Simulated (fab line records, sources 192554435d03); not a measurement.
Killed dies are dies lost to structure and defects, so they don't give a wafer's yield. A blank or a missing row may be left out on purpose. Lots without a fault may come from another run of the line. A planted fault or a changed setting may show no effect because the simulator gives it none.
fab line records | flow n5_finfet
record lots=7 wafers=21
route steps=1938 shown BEOL_M12@1639 BEOL_M14@1743 BEOL_M15@1797
start_h: hours from the record's first day to the start of the lot's first wafer shown | wait_h: hours since the lot's step before | " the same as in the row above | L1.1+2: a row that stands for several wafers | - no value, or no start given | * or withheld: withheld | < > ~ a bound
route shown NAME@n: a module of which the file shows steps, and the number in the route of the first | usual: mean/standard deviation of fault-free wafers | same: alike in all rows | chamber/n: place in a boat | sites: the reading at each site | _std_site: their standard deviation | _edge_site: outer sites' mean less inner sites' | radius_mm: how far each site lies from the wafer's centre | mask NAME#n: copy n | behind: the tool/chamber that last shaped the wafer | hold: why the lot was held/for how many hours/how that ended | device: the transistor (n, p or np) that didn't switch | end of line: the same wafers' tests at the end of the route | a step without rows: its recipe alone | killed: dies lost to structure and defects at the first sort, not the wafer's yield | map: a wafer's dies, x killed, . not, _ none there
set.NAME: the setting as run; set.NAME@STEP: as run at that earlier step | model.NAME: the simulator's own value behind a step, which no gauge read
lots whose settings were changed on purpose; a table a step, a row a wafer
## steps
# step N5_BEOL_M12_TRENCH_ETCH_34
# recipe chemistry=C4F8/O2/Ar target=SiOC target_depth_a=3189.5 mask_material=SOC pressure_mtorr=30 source_w=3000 bias_w=700 Ar_flow_sccm=400 C4F8_flow_sccm=15 O2_flow_sccm=8 he_inner_torr=15 he_outer_torr=30 time_s=125.5 ion_energy_ev=250
# columns lot.wafer tool chamber start_h wait_h set.time_s model.etch.depth_nm
L078.2 rie_diel-01 0 241.90 0.0 125.5 318.5
L078.3 " 3 " " 125.5 311.8
L078.4 " 3 " " 125.5 312
L079.3 rie_diel-01 3 257.39 0.0 125.5 315.3
L079.4 " 2 " " 138.4 345.3
L079.6 " 1 " " 125.5 318.4
L085.2 rie_diel-04 0 291.48 0.0 150.7 395.1
L085.3 " 3 " " 125.5 315
L085.6 " 3 " " 125.5 314.2
L089.1 rie_diel-04 1 312.43 0.0 125.5 314.3
L089.3 " 0 " " 109.5 285.8
L089.5 " 2 " " 125.5 322.9
L090.3 rie_diel-01 2 312.85 0.0 125.5 312.6
L090.5 " 1 " " 125.5 316.8
L090.6 " 0 " " 125.5 318.8
L088.2 rie_diel-04 1 316.94 0.0 125.5 317.8
L088.3 " 0 " " 135.3 352.2
L088.5 " 0 " " 135.3 355.8
L093.2 rie_diel-04 0 346.36 0.0 125.5 326.4
L093.3 " 3 " " 125.5 325.7
L093.5 " 0 " " 125.5 328.3
# step N5_BEOL_M12_STRIP_70
# recipe chemistry=C4F8/O2/Ar resist=SiARC rf_frequency_hz=6e+07
# step N5_BEOL_M12_OCD_MEAS_35
# usual trench_depth_nm=318/4.5
# columns lot.wafer tool chamber start_h wait_h set.time_s@BEOL_M12_TRENCH_ETCH_34 trench_depth_nm
L078.2 ocd-02 - 242.05 0.0 125.5 318
L078.3 " - " " 125.5 312
L078.4 " - " " 125.5 312
L079.3 ocd-01 - 257.55 0.0 125.5 315
L079.4 " - " " 138.4 345
L079.6 " - " " 125.5 318
L085.2 ocd-02 - 291.63 0.0 150.7 395
L085.3 " - " " 125.5 315
L085.6 " - " " 125.5 314
L089.1 ocd-01 - 312.58 0.0 125.5 314
L089.3 " - " " 109.5 286
L089.5 " - " " 125.5 323
L090.3 ocd-01 - 313.01 0.0 125.5 313
L090.5 " - " " 125.5 317
L090.6 " - " " 125.5 318
L088.2 ocd-02 - 317.10 0.0 125.5 317
L088.3 " - " " 135.3 352
L088.5 " - " " 135.3 356
L093.2 ocd-02 - 346.51 0.0 125.5 326
L093.3 " - " " 125.5 326
L093.5 " - " " 125.5 328
# step N5_BEOL_M12_STRIP_37
# recipe chemistry=N2/H2 power_w=1000 temp_c=250 h2_frac=0.65 overash_fraction=0.3 pressure_mtorr=withheld n2_flow_sccm=1750 h2_flow_sccm=3250
# step N5_BEOL_M12_ETCH_38
# recipe chemistry=CF4/N2 target=SiCN target_depth_a=687 taper_deg=2 time_s=73.4 ion_energy_ev=150 mask_material=SiO2 pressure_mtorr=40 source_w=430 bias_w=70 Ar_flow_sccm=100 cf4_flow_sccm=60 n2_flow_sccm=60
# step N5_BEOL_M12_ECD_47
# recipe material=Cu target_thk_a=7200
# step N5_BEOL_M12_ANNEAL_48
# recipe temp_c=225 time_s=90 ambient=N2
# step N5_BEOL_M12_CMP_49
# recipe stop_on=SiOC t_overpolish_s=20.6 down_force_psi=1 platen_rpm=50 clearing_platen_down_force_psi=1.5 clearing_platen_rpm=50 post_cmp_clean=cu_alkaline target_thk_nm=320 clearing_platen_pad_velocity_m_s=0.99484 pad_velocity_m_s=0.99484
# columns lot.wafer tool chamber start_h wait_h set.time_s@BEOL_M12_TRENCH_ETCH_34 model.Cu_of_BEOL_M12_ECD_47.thk_nm
L078.3 cmp-01 2 243.33 0.2 125.5 313.4
L078.2 " 0 " " 125.5 320.2
L078.4 " 1 " " 125.5 312.2
L079.4 cmp-01 0 259.19 0.2 138.4 347
L079.3 " 1 " " 125.5 317.2
L079.6 " 3 " " 125.5 318.2
L085.2 cmp-04 3 298.24 0.3 150.7 397.8
L085.3 " 0 " " 125.5 317
L085.6 " 2 " " 125.5 315.8
L089.1 cmp-03 3 314.12 0.3 125.5 316.4
L089.3 " 0 " " 109.5 288.6
L089.5 " 3 " " 125.5 324.4
L090.3 cmp-01 0 314.84 0.2 125.5 312.8
L090.6 " 3 " " 125.5 318.6
L090.5 " 0 " " 125.5 317
L088.2 cmp-01 3 318.90 0.2 125.5 318
L088.3 " 1 " " 135.3 352.6
L088.5 " 2 " " 135.3 356.8
L093.3 cmp-04 0 353.40 0.2 125.5 327.8
L093.2 " 3 " " 125.5 329
L093.5 " 1 " " 125.5 330
# step N5_BEOL_M12_THK_MEAS_50
# recipe thk_meas_gauge=xrf reads=Cu_of_BEOL_M12_ECD_47
# usual M12_THK=319/5.4
# columns lot.wafer tool chamber start_h wait_h set.time_s@BEOL_M12_TRENCH_ETCH_34 M12_THK[nm]
L078.2 film_metro-01 - 243.62 - 125.5 322
L078.3 " - " " 125.5 317
L078.4 " - " " 125.5 314
L079.3 film_metro-02 - 259.41 - 125.5 317
L079.4 " - " " 138.4 346
L079.6 " - " " 125.5 317
L085.2 film_metro-02 - 298.46 - 150.7 394
L085.3 " - " " 125.5 313
L085.6 " - " " 125.5 311
L089.1 film_metro-01 - 314.37 - 125.5 315
L089.3 " - " " 109.5 286
L089.5 " - " " 125.5 323
L090.3 film_metro-01 - 315.10 - 125.5 315
L090.5 " - " " 125.5 318
L090.6 " - " " 125.5 320
L088.2 film_metro-01 - 319.16 - 125.5 313
L088.3 " - " " 135.3 349
L088.5 " - " " 135.3 354
L093.2 film_metro-01 - 353.69 - 125.5 332
L093.3 " - " " 125.5 331
L093.5 " - " " 125.5 331
# step N5_BEOL_M12_PRE_CLEAN_52
# recipe gas=NH3 time_s=15 temp_c=withheld rf_power_w=300
# step N5_BEOL_M12_DEP_53
# recipe material=SiCN target_thk_a=300 temp_c=withheld precursor=3MS/NH3 pressure_torr=3 rf_w=675 time_s=10.5
# step N5_BEOL_M12_RS_MEAS_54
# recipe thk_meas_gauge=four-point-probe reads=Cu_of_BEOL_M12_ECD_47+Ta_of_BEOL_M12_SPUTTER_44+TaN_of_BEOL_M12_SPUTTER_43
# usual M12_RS=0.0601/0.00094
# columns lot.wafer tool chamber start_h wait_h set.time_s@BEOL_M12_TRENCH_ETCH_34 M12_RS[ohm/sq]
L078.2 film_metro-02 - 243.75 0.0 125.5 0.0600
L078.3 " - " " 125.5 0.0614
L078.4 " - " " 125.5 0.0617
L079.3 film_metro-01 - 259.54 0.0 125.5 0.0606
L079.4 " - " " 138.4 0.0551
L079.6 " - " " 125.5 0.0604
L085.2 film_metro-02 - 298.58 0.0 150.7 0.0478
L085.3 " - " " 125.5 0.0605
L085.6 " - " " 125.5 0.0610
L089.1 film_metro-02 - 314.50 0.0 125.5 0.0607
L089.3 " - " " 109.5 0.0668
L089.5 " - " " 125.5 0.0593
L090.3 film_metro-02 - 315.22 0.0 125.5 0.0615
L090.5 " - " " 125.5 0.0606
L090.6 " - " " 125.5 0.0604
L088.2 film_metro-01 - 319.29 0.0 125.5 0.0604
L088.3 " - " " 135.3 0.0541
L088.5 " - " " 135.3 0.0537
L093.2 film_metro-01 - 353.84 0.1 125.5 0.0582
L093.3 " - " " 125.5 0.0584
L093.5 " - " " 125.5 0.0583
# step N5_BEOL_M14_PEB_26
# recipe peb_temp_c=130 peb_time_s=90
# columns lot.wafer tool chamber start_h wait_h set.peb_temp_c
L078.2+3 litho_track-02 0 251.17 0.0 128.8
L078.4 " 0 " " 130
L079.3+4 litho_track-05 0 267.33 0.0 130
L079.6 " 0 " " 133.1
L085.2+3 litho_track-02 0 304.49 0.0 130
L085.6 " 0 " " 132.1
L089.1+5 litho_track-01 0 325.02 0.1 127.9
L089.3 " 0 " " 130
L090.3+5+6 litho_track-02 0 326.94 0.0 130
L088.2+3 litho_track-02 0 327.30 0.0 130
L088.5 " 0 " " 128.7
L093.2+3+5 litho_track-01 0 359.55 0.0 130
# step N5_BEOL_M14_DEVELOP_27
# recipe develop_time_s=45 rinse_liquid=diw dry=air_spin dev_temp_c=21
# columns lot.wafer tool chamber start_h wait_h set.develop_time_s
L078.2 litho_track-02 0 - - 37.05
L078.3+4 " 0 " " 45
L079.3 litho_track-05 0 - - 45
L079.4+6 " 0 " " 49.27
L085.2+3+6 litho_track-02 0 - - 45
L089.1+3 litho_track-01 0 - - 45
L089.5 " 0 " " 52.55
L090.3+6 litho_track-02 0 - - 45
L090.5 " 0 " " 49.39
L088.2+5 litho_track-02 0 - - 35.62
L088.3 " 0 " " 45
L093.2+3+5 litho_track-01 0 - - 45
# step N5_BEOL_M14_HARDBAKE_32
# recipe temp_c=130 time_s=120
# step N5_BEOL_M14_CD_MEAS_28
# recipe target_cd_nm=284.4 landing_energy_ev=500 detector=se_inlens
# usual cd_nm=284.5/1.4
# columns lot.wafer tool chamber start_h wait_h set.peb_temp_c@BEOL_M14_PEB_26 cd_nm
L078.2 cd_sem-02 0 251.29 - 128.8 278.3
L078.3 " 0 " " 128.8 278.4
L078.4 " 0 " " 130 284.5
L079.3 cd_sem-02 0 267.45 - 130 284.5
L079.4 " 0 " " 130 283.9
L079.6 " 0 " " 133.1 299.6
L085.2 cd_sem-01 0 304.61 - 130 285.2
L085.3 " 0 " " 130 286.3
L085.6 " 0 " " 132.1 296.2
L089.1 cd_sem-03 0 325.13 - 127.9 271.7
L089.3 " 0 " " 130 283.3
L089.5 " 0 " " 127.9 273.4
L090.3 cd_sem-02 0 327.06 - 130 284.2
L090.5 " 0 " " 130 284.0
L090.6 " 0 " " 130 285.3
L088.2 cd_sem-02 0 327.41 - 130 283.7
L088.3 " 0 " " 130 285.3
L088.5 " 0 " " 128.7 276.7
L093.2 cd_sem-01 0 359.66 - 130 284.1
L093.3 " 0 " " 130 284.4
L093.5 " 0 " " 130 282.8
# step N5_BEOL_M14_DESCUM_33
# recipe chemistry=O2 time_s=7.9 source_power_w=50 bias_power_w=20 pressure_mtorr=20 rf_frequency_hz=2.712e+07 temp_c=40 o2_flow_sccm=225
# columns lot.wafer tool chamber start_h wait_h set.peb_temp_c@BEOL_M14_PEB_26 model.BEOL_M14.cd_nm
L078.2 rie_diel-01 2 251.37 0.0 128.8 278.6
L078.3 " 0 " " 128.8 278.4
L078.4 " 3 " " 130 283.8
L079.3 rie_diel-01 1 267.53 0.0 130 284.4
L079.4 " 0 " " 130 283.8
L079.6 " 0 " " 133.1 299.2
L085.2 rie_diel-05 1 305.09 0.4 130 285.2
L085.3 " 0 " " 130 286.4
L085.6 " 1 " " 132.1 296.2
L089.1 rie_diel-05 2 325.60 0.4 127.9 272
L089.3 " 1 " " 130 283.2
L089.5 " 1 " " 127.9 273.8
L090.3 rie_diel-05 3 327.14 0.0 130 284.4
L090.5 " 1 " " 130 283.8
L090.6 " 2 " " 130 285.4
L088.2 rie_diel-04 1 327.50 0.0 130 283.8
L088.3 " 0 " " 130 285
L088.5 " 0 " " 128.7 276.6
L093.2 rie_diel-01 1 359.83 0.1 130 284.4
L093.3 " 3 " " 130 284.8
L093.5 " 2 " " 130 282.8
# step N5_BEOL_M14_ETCH_67
# recipe chemistry=CF4 target=SiARC target_depth_a=1430 time_s=238.3 ion_energy_ev=80 pressure_mtorr=40 source_w=545 bias_w=36 Ar_flow_sccm=100 cf4_flow_sccm=100 ends=cleared
# columns lot.wafer tool chamber start_h wait_h set.peb_temp_c@BEOL_M14_PEB_26 model.BEOL_M14.cd_nm
L078.2 rie_diel-01 2 251.41 0.0 128.8 274
L078.3 " 0 " " 128.8 273.8
L078.4 " 3 " " 130 278.8
L079.3 rie_diel-01 1 267.57 0.0 130 280
L079.4 " 0 " " 130 279
L079.6 " 0 " " 133.1 294.8
L085.2 rie_diel-05 1 305.12 0.0 130 280.8
L085.3 " 0 " " 130 281.6
L085.6 " 1 " " 132.1 291.8
L089.1 rie_diel-05 2 325.64 0.0 127.9 267.2
L089.3 " 1 " " 130 279.4
L089.5 " 1 " " 127.9 269.4
L090.3 rie_diel-05 3 327.18 0.0 130 279.8
L090.5 " 1 " " 130 279.6
L090.6 " 2 " " 130 280.6
L088.2 rie_diel-04 1 327.53 0.0 130 279.6
L088.3 " 0 " " 130 280.8
L088.5 " 0 " " 128.7 272.8
L093.2 rie_diel-01 1 359.86 0.0 130 279.2
L093.3 " 3 " " 130 280
L093.5 " 2 " " 130 278.2
# step N5_BEOL_M14_ETCH_68
# recipe chemistry=N2/H2 target=SOC mask_material=SiARC source_w=3000 bias_w=350 temp_c=40 time_s=450 ion_energy_ev=200 pressure_mtorr=30 n2_flow_sccm=200 h2_flow_sccm=200
# step N5_BEOL_M14_STRIP_69
# recipe chemistry=N2/H2 temp_c=40 n2_flow_sccm=200 h2_flow_sccm=200 rf_frequency_hz=6e+07
# step N5_BEOL_M14_TRENCH_ETCH_34
# recipe chemistry=C4F8/O2/Ar target=SiO2 target_depth_a=5566.5 mask_material=SOC he_inner_torr=15 he_outer_torr=30 time_s=126.9 ion_energy_ev=800 pressure_mtorr=20 source_w=1905 bias_w=2040 Ar_flow_sccm=400 C4F8_flow_sccm=16 O2_flow_sccm=12
# columns lot.wafer tool chamber start_h wait_h set.peb_temp_c@BEOL_M14_PEB_26 model.BEOL_M14.cd_nm
L078.2 rie_diel-01 2 251.83 0.0 128.8 272
L078.3 " 0 " " 128.8 273.4
L078.4 " 3 " " 130 277.6
L079.3 rie_diel-01 1 267.99 0.0 130 279.4
L079.4 " 0 " " 130 278.6
L079.6 " 0 " " 133.1 293.4
L085.2 rie_diel-05 1 305.54 0.0 130 282.8
L085.3 " 0 " " 130 282.4
L085.6 " 1 " " 132.1 293.6
L089.1 rie_diel-05 2 326.06 0.0 127.9 266.6
L089.3 " 1 " " 130 280.4
L089.5 " 1 " " 127.9 270.8
L090.3 rie_diel-05 3 327.60 0.0 130 279.6
L090.5 " 1 " " 130 280.8
L090.6 " 2 " " 130 281
L088.2 rie_diel-04 1 327.95 0.0 130 278
L088.3 " 0 " " 130 282.8
L088.5 " 0 " " 128.7 275.2
L093.2 rie_diel-01 1 360.28 0.0 130 277.2
L093.3 " 3 " " 130 280.6
L093.5 " 2 " " 130 277.8
# step N5_BEOL_M15_COAT_22
# recipe spin_rpm=1704 resist_thk_nm=800
# columns lot.wafer tool chamber start_h wait_h set.spin_rpm model.coat_of_BEOL_M15_COAT_22.thk_nm
L078.2 litho_track-03 0 - - 1704 800.4
L078.3 " 0 " " 1704 801.4
L078.4 " 0 " " 1704 801
L079.3 litho_track-03 0 - - 1886 762.2
L079.4 " 0 " " 1704 802.2
L079.6 " 0 " " 1886 762.8
L085.2 litho_track-01 0 - - 1550 839.2
L085.3 " 0 " " 1704 800.6
L085.6 " 0 " " 1704 801
L089.1 litho_track-01 0 - - 1704 803
L089.3 " 0 " " 1704 802.4
L089.5 " 0 " " 1704 800.6
L090.3 litho_track-03 0 - - 1704 797.8
L090.5 " 0 " " 1776 780.8
L090.6 " 0 " " 1776 781.2
L088.2 litho_track-04 0 - - 1704 801.8
L088.3 " 0 " " 1704 801.4
L088.5 " 0 " " 1704 802
L093.2 litho_track-04 0 - - 1704 798.4
L093.3 " 0 " " 1704 800.6
L093.5 " 0 " " 1704 800.8
# step N5_BEOL_M15_PEB_26
# recipe peb_temp_c=130 peb_time_s=90
# columns lot.wafer tool chamber start_h wait_h set.peb_temp_c
L078.2 litho_track-03 0 256.50 0.0 131.8
L078.3+4 " 0 " " 130
L079.3+6 litho_track-01 0 272.36 0.0 126.9
L079.4 " 0 " " 130
L085.2+6 litho_track-01 0 310.52 0.0 133.1
L085.3 " 0 " " 130
L089.1+3+5 litho_track-04 0 333.52 0.1 130
L090.3+5+6 litho_track-04 0 333.56 0.0 130
L088.2+5 litho_track-01 0 335.34 0.0 126.6
L088.3 " 0 " " 130
L093.2+3+5 litho_track-04 0 365.91 0.0 130
# step N5_BEOL_M15_DEVELOP_27
# recipe develop_time_s=45 rinse_liquid=diw dry=air_spin dev_temp_c=21
# step N5_BEOL_M15_HARDBAKE_32
# recipe temp_c=130 time_s=120
# step N5_BEOL_M15_CD_MEAS_28
# recipe target_cd_nm=407.6 landing_energy_ev=500 detector=se_inlens
# usual cd_nm=407.4/1.7
# columns lot.wafer tool chamber start_h wait_h set.peb_temp_c@BEOL_M15_PEB_26 cd_nm
L078.2 cd_sem-03 0 256.62 - 131.8 413.3
L078.3 " 0 " " 130 407.9
L078.4 " 0 " " 130 406.8
L079.3 cd_sem-01 0 272.47 - 126.9 392.1
L079.4 " 0 " " 130 405.6
L079.6 " 0 " " 126.9 391.9
L085.2 cd_sem-03 0 310.63 - 133.1 419.4
L085.3 " 0 " " 130 410.7
L085.6 " 0 " " 133.1 421.9
L089.1 cd_sem-02 0 333.64 - 130 405.1
L089.3 " 0 " " 130 406.7
L089.5 " 0 " " 130 407.2
L090.3 cd_sem-01 0 333.68 - 130 406.0
L090.5 " 0 " " 130 408.1
L090.6 " 0 " " 130 406.0
L088.2 cd_sem-02 0 335.46 - 126.6 388.0
L088.3 " 0 " " 130 407.0
L088.5 " 0 " " 126.6 387.8
L093.2 cd_sem-02 0 366.03 - 130 404.6
L093.3 " 0 " " 130 406.7
L093.5 " 0 " " 130 405.7
# step N5_BEOL_M15_DESCUM_33
# recipe chemistry=O2 time_s=7.9 source_power_w=50 bias_power_w=20 pressure_mtorr=20 rf_frequency_hz=2.712e+07 temp_c=40 o2_flow_sccm=225
# columns lot.wafer tool chamber start_h wait_h set.spin_rpm@BEOL_M15_COAT_22 set.peb_temp_c@BEOL_M15_PEB_26 model.coat_of_BEOL_M15_COAT_22.thk_nm model.BEOL_M15.cd_nm
L078.2 rie_diel-06 1 256.73 0.1 1704 131.8 782.2 413.4
L078.3 " 3 " " 1704 130 783.4 407.6
L078.4 " 1 " " 1704 130 782.8 406.6
L079.3 rie_diel-02 0 273.34 0.8 1886 126.9 744.2 392.4
L079.4 " 2 " " 1704 130 784.2 405.6
L079.6 " 1 " " 1886 126.9 744.6 392
L085.2 rie_diel-06 0 310.72 0.0 1550 133.1 821 419.4
L085.3 " 3 " " 1704 130 782.4 411
L085.6 " 2 " " 1704 133.1 782.8 421.8
L089.1 rie_diel-06 0 334.20 0.5 1704 130 784.8 405.2
L089.3 " 1 " " 1704 130 784.4 407
L089.5 " 1 " " 1704 130 782.6 407.2
L090.3 rie_diel-06 3 334.44 0.7 1704 130 779.6 406
L090.5 " 3 " " 1776 130 762.6 408.2
L090.6 " 1 " " 1776 130 763.2 405.6
L088.2 rie_diel-06 3 336.66 1.2 1704 126.6 783.8 388
L088.3 " 0 " " 1704 130 783.2 407.2
L088.5 " 1 " " 1704 126.6 784 388
L093.2 rie_diel-06 0 366.11 0.0 1704 130 780.4 404.6
L093.3 " 1 " " 1704 130 782.6 406.8
L093.5 " 0 " " 1704 130 782.8 406
# step N5_BEOL_M15_ETCH_61
# recipe chemistry=N2/H2 target=BARC target_depth_a=890 overetch_a=267 time_s=67.9 ion_energy_ev=200 pressure_mtorr=30 source_w=840 bias_w=150 n2_flow_sccm=200 h2_flow_sccm=200
# step N5_BEOL_M15_TRENCH_ETCH_34
# recipe chemistry=C4F8/O2/Ar target=SiO2 target_depth_a=8729.3 he_inner_torr=15 he_outer_torr=30 time_s=199 ion_energy_ev=800 pressure_mtorr=20 source_w=1905 bias_w=2040 Ar_flow_sccm=400 C4F8_flow_sccm=16 O2_flow_sccm=12
# columns lot.wafer tool chamber start_h wait_h set.spin_rpm@BEOL_M15_COAT_22 set.peb_temp_c@BEOL_M15_PEB_26 model.coat_of_BEOL_M15_COAT_22.thk_nm model.BEOL_M15.cd_nm
L078.2 rie_diel-06 1 256.81 0.0 1704 131.8 542 404.2
L078.3 " 3 " " 1704 130 547 399.2
L078.4 " 1 " " 1704 130 542 399
L079.3 rie_diel-02 0 273.43 0.0 1886 126.9 503.6 385
L079.4 " 2 " " 1704 130 546.2 397
L079.6 " 1 " " 1886 126.9 507 384.4
L085.2 rie_diel-06 0 310.81 0.0 1550 133.1 579 412.4
L085.3 " 3 " " 1704 130 545.6 402.6
L085.6 " 2 " " 1704 133.1 545.8 413.8
L089.1 rie_diel-06 0 334.28 0.0 1704 130 545 397.8
L089.3 " 1 " " 1704 130 543.6 398.6
L089.5 " 1 " " 1704 130 542.8 399.6
L090.3 rie_diel-06 3 334.53 0.0 1704 130 543.8 397.4
L090.5 " 3 " " 1776 130 526.8 399.8
L090.6 " 1 " " 1776 130 523.6 398.2
L088.2 rie_diel-06 3 336.75 0.0 1704 126.6 546.8 379
L088.3 " 0 " " 1704 130 545.8 399.4
L088.5 " 1 " " 1704 126.6 544.2 380.4
L093.2 rie_diel-06 0 366.20 0.0 1704 130 540.2 396.8
L093.3 " 1 " " 1704 130 542 399
L093.5 " 0 " " 1704 130 543.4 397.6
## key
split step=N5_BEOL_M12_TRENCH_ETCH_34 setting=time_s stated=125.5 by=wafer
response step=N5_BEOL_M12_TRENCH_ETCH_34 reading=model.etch.depth_nm change=+3.56 per=1% r=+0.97
response step=N5_BEOL_M12_OCD_MEAS_35 reading=trench_depth_nm change=+3.57 per=1% r=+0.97
response step=N5_BEOL_M12_CMP_49 reading=model.Cu_of_BEOL_M12_ECD_47.thk_nm change=+3.59 per=1% r=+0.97
response step=N5_BEOL_M12_THK_MEAS_50 reading=M12_THK change=+3.63 per=1% r=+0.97
response step=N5_BEOL_M12_RS_MEAS_54 reading=M12_RS change=-0.000618 per=1% r=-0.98
split step=N5_BEOL_M14_PEB_26 setting=peb_temp_c stated=130 by=wafer
response step=N5_BEOL_M14_CD_MEAS_28 reading=cd_nm change=+6.61 per=1% r=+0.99
response step=N5_BEOL_M14_DESCUM_33 reading=model.BEOL_M14.cd_nm change=+6.44 per=1% r=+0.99
response step=N5_BEOL_M14_ETCH_67 reading=model.BEOL_M14.cd_nm change=+6.54 per=1% r=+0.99
response step=N5_BEOL_M14_TRENCH_ETCH_34 reading=model.BEOL_M14.cd_nm change=+6.33 per=1% r=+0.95
split step=N5_BEOL_M14_DEVELOP_27 setting=develop_time_s stated=45 by=wafer
response none clear
split step=N5_BEOL_M15_COAT_22 setting=spin_rpm stated=1704 by=wafer
response step=N5_BEOL_M15_COAT_22 reading=model.coat_of_BEOL_M15_COAT_22.thk_nm change=-3.94 per=1% r=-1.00
response step=N5_BEOL_M15_DESCUM_33 reading=model.coat_of_BEOL_M15_COAT_22.thk_nm change=-3.95 per=1% r=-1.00
response step=N5_BEOL_M15_TRENCH_ETCH_34 reading=model.coat_of_BEOL_M15_COAT_22.thk_nm change=-3.82 per=1% r=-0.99
split step=N5_BEOL_M15_PEB_26 setting=peb_temp_c stated=130 by=wafer
response step=N5_BEOL_M15_CD_MEAS_28 reading=cd_nm change=+5.68 per=1% r=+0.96
response step=N5_BEOL_M15_DESCUM_33 reading=model.BEOL_M15.cd_nm change=+5.65 per=1% r=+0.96
response step=N5_BEOL_M15_TRENCH_ETCH_34 reading=model.BEOL_M15.cd_nm change=+5.61 per=1% r=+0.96
